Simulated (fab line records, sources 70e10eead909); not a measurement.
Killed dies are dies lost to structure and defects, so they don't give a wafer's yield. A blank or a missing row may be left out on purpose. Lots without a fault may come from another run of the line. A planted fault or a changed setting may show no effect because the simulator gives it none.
Which tool did it? | flow nand_harc | 12 lots, 36 wafers sampled, at 1 step of a route of 1302

WHAT THE GAUGES READ, wafer by wafer
NHARC_P_START_INSPECT_01.
lot  | measured     | on                | raw_defect_count
L075 | day 2 06:02  | defect_inspect-02 | 6 0 5
L077 | day 3 02:02  | defect_inspect-01 | 5 2 1
L079 | day 3 22:02  | defect_inspect-02 | 2 4 3
L081 | day 4 18:03  | defect_inspect-01 | 6 5 2
L083 | day 5 14:02  | defect_inspect-02 | 4 0 4
L085 | day 6 10:02  | defect_inspect-02 | 5 0 0
L087 | day 7 06:02  | defect_inspect-01 | 1 2 2
L089 | day 8 02:02  | defect_inspect-01 | 3 4 8
L091 | day 8 22:03  | defect_inspect-02 | 1 2 5
L093 | day 9 18:02  | defect_inspect-01 | 5 1 4
L095 | day 10 14:02 | defect_inspect-02 | 1 1 2
L097 | day 11 10:02 | defect_inspect-02 | 3 3 6

WHICH TOOL RAN EACH LOT (tool, then ch and the chambers of the sampled wafers, then the start)
The record holds no process step before these readings.

THE ANSWER, worked out from the rows above alone
Rule: what is usual is taken from the lots themselves. Put in order of their means at a reading, lots are off if they are a third of the lots or fewer, leave a main group of 4 or more, and stand apart from it by a gap of 3 or more times the standard deviation of the main group's means; of several such gaps the widest counts. A main group whose means are all the same, to the digits that the tables above print for the reading, isn't used. A lot without any number at a reading at which 4 lots or more have one is off too. The other lots that the step has rows for count as sound.
No lot is off at any reading shown: from this, nothing can be told.

WHAT THE SIMULATOR HAD PUT IN
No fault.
